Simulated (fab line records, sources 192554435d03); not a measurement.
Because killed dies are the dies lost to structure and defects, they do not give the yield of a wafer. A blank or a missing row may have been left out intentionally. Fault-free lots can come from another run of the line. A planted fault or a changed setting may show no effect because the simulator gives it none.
Comparing a struck lot with a sound one + flow n5Finfet + 39 out of 1938 route steps
Sound: the wafers L759.1, L759.3, L759.6. Struck: wafers L756.1, L756.3, L756.6. The cause is named last.
At each step with rows: each side's tool, then ch and its chambers, then its first start. Under that, the readings that differ: sound wafers + struck wafers + difference of the means + sigmas: that difference in standard deviations of wafers without a fault.
alike: readings with means less than 2 such deviations apart, plus words and numbers identical on both sides. not compared: withheld readings, readings lacking a value on some wafer, bounds such as >300 that could conceal the same value, and numbers that have no deviation in the record and whose values overlap.
Wherever a step has rows on one side only, a row that says differs or no value, or a row with sigmas, the two part there. When numbers do not overlap yet have no deviation, they are printed without sigmas and do not part them. A reading that every wafer of one side lacks parts them only if that side has two wafers or more.

first, 10 steps without rows for these wafers: N5_FIN_CUT_STRIP_22 (strips in N2/H2); N5_FIN_CUT_PRECLEAN_36 (cleans in O3/DIW, time 60 s); N5_FIN_CUT_SRD_32 (time 30 s); N5_FIN_CUT_UV_OZONE_34 (time 120 s); N5_STI_FIN_REVEAL_ALD_00 (deposits SiO2, target thk 1 nm, pulse time 1 s); N5_STI_FIN_REVEAL_ALD_14 (deposits Si3N4, target thk 3 nm); N5_STI_FIN_REVEAL_FCVD_FILL_01 (material SiO2 flowable, target thk 312 nm, time 512.2 s); N5_STI_FIN_REVEAL_DENSIFY_02 (time 1800 s); N5_STI_FIN_REVEAL_CMP_04 (polishes, stops on Si3N4, t overpolish 4 s, target thk 131.83 nm); N5_STI_FIN_REVEAL_DENSIFY_30.
N5_STI_FIN_REVEAL_ETCHBACK_08: etches SiO2 in C4F6/O2, target depth 30.5 nm, time 10.167 s.
  sound on rieDiel-06 ch 0,1,2, day 7 23:54; struck on rieDiel-02 ch 0,1,2, day 7 07:19
  alike: C4F6_flow_sccm, drypumpMotorCurrentA, mfcArSccm, oes_ar_750_au, oesProductAu, rfVppV, showerheadPlenumPTorr, throttleValvePct
  not compared: rfHoursCounterH
then, 16 steps without rows for these wafers: N5_STI_FIN_REVEAL_STRIP_24 (strips in N2/H2, time 90 s); N5_STI_FIN_REVEAL_PRECLEAN_25 (cleans in SPM, time 90 s); N5_STI_FIN_REVEAL_PRECLEAN_26 (cleans in SC1, time 45 s); N5_STI_FIN_REVEAL_PRECLEAN_29 (cleans in DHF, time 30 s); N5_STI_FIN_REVEAL_SRD_12 (time 30 s); N5_STI_FIN_REVEAL_RECESS_09 (chemistry HF/NH3, target SiO2, afs cycles 11, target depth 42.5 nm, sublimation time 60 s); N5_STI_FIN_REVEAL_STRIP_16 (strips SiNx in H3PO4, target depth 23.8 nm); N5_STI_FIN_REVEAL_PRECLEAN_17 (cleans in NF3:NH3, afs cycles 1, time 20 s, sublimation time 60 s); N5_STI_FIN_REVEAL_ETCH_34 (etches Si in H2, material Si, target depth 0.97 nm); N5_STI_FIN_REVEAL_OXIDATION_31 (chemistry O2 PLASMA REMOTE, time 20 s); N5_STI_FIN_REVEAL_PRECLEAN_32 (cleans in NF3:NH3, afs cycles 1, time 20 s, sublimation time 60 s); N5_STI_FIN_REVEAL_STRIP_35 (strips Si3N4 in H3PO4, target depth 4 nm, time 39 s); N5_STI_FIN_REVEAL_SRD_21 (time 30 s); N5_STI_FIN_REVEAL_OXIDATION_33 (chemistry O2 PLASMA REMOTE, time 20 s); N5_STI_FIN_REVEAL_CLEAN_19 (cleans in O3/DIW, time 120 s); N5_STI_FIN_REVEAL_SRD_23 (time 30 s).
N5_STI_FIN_REVEAL_FIN_H_MEAS_10:
  struck on ocd-01, day 7 10:17; sound on ocd-02, day 8 02:52
| reading            | sound          | struck         | difference | sigmas |
|--------------------|----------------|----------------|------------|--------|
| trenchDepthNm (nm) | 52.8 52.6 52.2 | 48.7 47.3 47.3 | -4.8       | -7     |
then, 9 steps without rows for these wafers: N5_STI_FIN_REVEAL_PRECLEAN_18 (cleans in SC2, time 45 s); N5_STI_FIN_REVEAL_SRD_28 (time 30 s); N5_DUMMY_GATE_PRECLEAN_00 (cleans in O3/DIW, time 60 s); N5_DUMMY_GATE_SRD_01 (time 30 s); N5_DUMMY_GATE_ALD_02 (deposits SiO2, target thk 2 nm, pulse time 1 s); N5_DUMMY_GATE_CVD_03 (deposits a-Si from SiH4, target thk 150 nm, time 8042 s); N5_DUMMY_GATE_PRECLEAN_46 (cleans in DIW, time 89.5 s); N5_DUMMY_GATE_SRD_47 (dry time 32 s); N5_DUMMY_GATE_CMP_04 (polishes a-Si).
-- the record jumps here: 5 days lie between the struck wafers' starts before and after (it left off in module DUMMY_GATE and takes up again in module BEOL_M4, whose first step shown is number 1111 of the route) --
N5_BEOL_M4_RC_MEAS_101:
  sound on prober-02 ch 0, day 13 12:28; struck on prober-02 ch 0, day 12 16:51
| reading            | sound             | struck            | difference | sigmas |
|--------------------|-------------------|-------------------|------------|--------|
| DIBL_N (mV/V)      | 39.6 37.8 37.5    | 39.1 47.6 46.4    | +6.1       | +4     |
| IOFF_N (nA/um)     | 0.223 0.195 0.180 | 0.271 0.822 0.775 | +0.423     | +15    |
| IOFF_N_85C (nA/um) | 4.2 3.7 3.5       | 4.8 12.1 11.7     | +5.7       | +12    |
| IOFF_P (nA/um)     | 0.27 0.25 0.24    | 0.26 0.39 0.46    | +0.12      | +4     |
| IOFF_P_85C (nA/um) | 4.5 4.2 4.1       | 4.3 6.1 6.8       | +1.5       | +3     |
| ION_N (uA/um)      | 694 690 675       | 620 623 618       | -66        | -6     |
| ION_P (uA/um)      | 476 467 464       | 432 428 425       | -41        | -6     |
| SS_N (mV/dec)      | 72.4 71.7 71.8    | 76.5 84.9 85.4    | +10.3      | +17    |
| SS_P (mV/dec)      | 74.5 73.5 73.3    | 75.2 76.7 78.2    | +2.9       | +5     |
| VT_N (mV)          | 242 247 246       | 251 251 252       | +6         | +2     |
  alike: DIBL_P, VT_P
-- here the record skips 4 days between the struck wafers' starts before and after, leaving off in module BEOL_M4 and picking up in module PASSIVATION (first step shown: number 1936 of the route) --
N5_PASSIVATION_PROBE_49:
  struck on prober-01, day 16 16:49; sound on prober-02, day 17 10:56
| reading                | sound          | struck           | difference | sigmas      |
|------------------------|----------------|------------------|------------|-------------|
| sort_bin_4_leakage (%) | 0 0 0          | 0.08 88.81 88.14 | +59.01     |             |
| sort_bin_8_speed (%)   | 0 0 0          | 34.92 0.25 0.42  | +11.86     | +99 or more |
| sortNPass              | 1070 1058 1094 | 624 2 6          | -863       | -48         |
| sortYieldPct (%)       | 90.7 89.7 92.7 | 52.9 0.2 0.5     | -73.2      | -49         |
  alike: defectLimitedYield, killed_at_M0_to_M3, killed_at_M4_up, killedAtContacts, killedAtFrontEnd, killedAtOther, killedDies, killedOpen, killedShort, sort_bin_5_function, sort_bin_6_memory

## WHERE THEY PART
Last at N5_PASSIVATION_PROBE_49 as far as this record goes, first at N5_STI_FIN_REVEAL_FIN_H_MEAS_10.

WHY: whatever the simulator had introduced
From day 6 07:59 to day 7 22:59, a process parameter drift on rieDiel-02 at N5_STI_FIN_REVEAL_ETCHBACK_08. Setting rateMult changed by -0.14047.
